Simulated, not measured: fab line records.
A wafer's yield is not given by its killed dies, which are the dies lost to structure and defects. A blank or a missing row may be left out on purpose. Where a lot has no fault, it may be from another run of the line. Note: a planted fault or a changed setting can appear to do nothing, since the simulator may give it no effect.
Split-lot study | flow n5Finfet | 39 wafers read from 7 lots, route of 1938 steps

== SPLIT DETAILS ==
At N5_DUMMY_GATE_ETCH_32 (etches SiO2 in CF4, target depth 3.5 nm, time 3.9 s), the setting timeS was moved away from the recipe's 3.9 s on 6 of the 39 wafers read, by -9.8% to +17.3%. The other wafers ran this setting at the recipe's value.

The reading is taken at the split's own step.

== THE READING ==
etch.depthNm (the simulator's own value, which no gauge read), in nm, at N5_DUMMY_GATE_ETCH_32 (etches SiO2 in CF4, target depth 3.5 nm, time 3.9 s). The file gives no usual value for it. Here, 33 wafers ran the recipe; their average is 3.484 nm with a standard deviation of 0.03 nm.

wafer  | tool, chamber at the split | timeS as run, s | against the recipe | etch.depthNm, nm | against lot-mates on the recipe
L074.1 | rieSi-05, 2                | 3.9             | recipe             | 3.493            | -
L074.2 | rieSi-05, 3                | 3.9             | recipe             | 3.479            | -
L074.3 | rieSi-05, 0                | 3.9             | recipe             | 3.464            | -
L074.4 | rieSi-05, 1                | 3.9             | recipe             | 3.47             | -
L074.5 | rieSi-05, 3                | 3.9             | recipe             | 3.475            | -
L074.6 | rieSi-05, 0                | 3.9             | recipe             | 3.481            | -
L075.1 | rieSi-05, 2                | 3.9             | recipe             | 3.54             | -
L075.2 | rieSi-05, 1                | 3.9             | recipe             | 3.5              | -
L075.6 | rieSi-05, 0                | 3.9             | recipe             | 3.487            | -
L078.1 | rieSi-05, 1                | 3.9             | recipe             | 3.438            | -
L078.2 | rieSi-05, 0                | 3.9             | recipe             | 3.418            | -
L078.3 | rieSi-05, 2                | 3.9             | recipe             | 3.446            | -
L078.4 | rieSi-05, 3                | 3.9             | recipe             | 3.499            | -
L078.5 | rieSi-05, 3                | 3.9             | recipe             | 3.453            | -
L078.6 | rieSi-05, 2                | 3.9             | recipe             | 3.492            | -
L079.1 | rieSi-01, 2                | 3.9             | recipe             | 3.524            | -
L079.2 | rieSi-01, 3                | 3.516           | -9.8%              | 3.167            | -0.363
L079.3 | rieSi-01, 0                | 3.516           | -9.8%              | 3.189            | -0.341
L079.4 | rieSi-01, 1                | 3.9             | recipe             | 3.506            | -
L079.5 | rieSi-01, 3                | 3.516           | -9.8%              | 3.142            | -0.388
L079.6 | rieSi-01, 0                | 3.9             | recipe             | 3.559            | -
L081.1 | rieSi-05, 3                | 3.9             | recipe             | 3.499            | -
L081.2 | rieSi-05, 2                | 3.9             | recipe             | 3.512            | -
L081.3 | rieSi-05, 1                | 3.9             | recipe             | 3.475            | -
L081.4 | rieSi-05, 0                | 3.9             | recipe             | 3.444            | -
L081.5 | rieSi-05, 3                | 3.9             | recipe             | 3.471            | -
L081.6 | rieSi-05, 0                | 3.9             | recipe             | 3.484            | -
L087.1 | rieSi-04, 2                | 3.9             | recipe             | 3.484            | -
L087.2 | rieSi-04, 1                | 3.9             | recipe             | 3.48             | -
L087.3 | rieSi-04, 0                | 4.573           | +17.3%             | 4.056            | +0.577
L087.4 | rieSi-04, 3                | 4.573           | +17.3%             | 4.076            | +0.597
L087.5 | rieSi-04, 0                | 3.9             | recipe             | 3.473            | -
L087.6 | rieSi-04, 3                | 4.573           | +17.3%             | 4.067            | +0.588
L089.1 | rieSi-04, 0                | 3.9             | recipe             | 3.462            | -
L089.2 | rieSi-04, 2                | 3.9             | recipe             | 3.514            | -
L089.3 | rieSi-04, 3                | 3.9             | recipe             | 3.461            | -
L089.4 | rieSi-04, 1                | 3.9             | recipe             | 3.504            | -
L089.5 | rieSi-04, 1                | 3.9             | recipe             | 3.527            | -
L089.6 | rieSi-04, 0                | 3.9             | recipe             | 3.446            | -

FIT RESULTS
A straight line over all 39 wafers: etch.depthNm changes by +0.0334 nm for each +1% of timeS; r = +0.99; the points scatter about the line by 0.029 nm.
The same after taking each lot's own level away (the mean of its wafers on the recipe; 39 wafers): +0.0348 nm for each +1%; r = +0.99; scatter 0.023 nm.
The reading moves by 0.6 nm for the largest change in timeS, on that fit.
From 3.4577 to 3.5297 nm: that is the span of the lots' own levels, equal to 2.4 times the standard deviation above.
Hence the lot-to-lot level has little effect on the slope; both slopes agree.
Check: with one of the wafers moved furthest among these (+17.3%) left out of the fit, the line predicts +0.605 nm for it against its lot-mates. Against them it came out at +0.577 nm.

== ADDITIONAL SPLITS CARRIED BY THESE WAFERS ==
Note: prior to the reading, these wafers also went through further splits. Each is held against what the fit with the lots' levels taken away leaves over:
other split on the same wafers   | wafers away from the commonest value | r with etch.depthNm (lot level and that fit taken away)
N5_FIN_SAQP_HM_DEP_72 targetThkA | 9                                    | -0.04
N5_FIN_SAQP_FIN_ETCH_36 icpW     | 15                                   | -0.27
N5_DUMMY_GATE_HM_DEP_06 timeS    | 24                                   | +0.14

== FILE'S OWN FIT ==
etch.depthNm changes by +0.0348 nm for each +1% of timeS, r = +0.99.
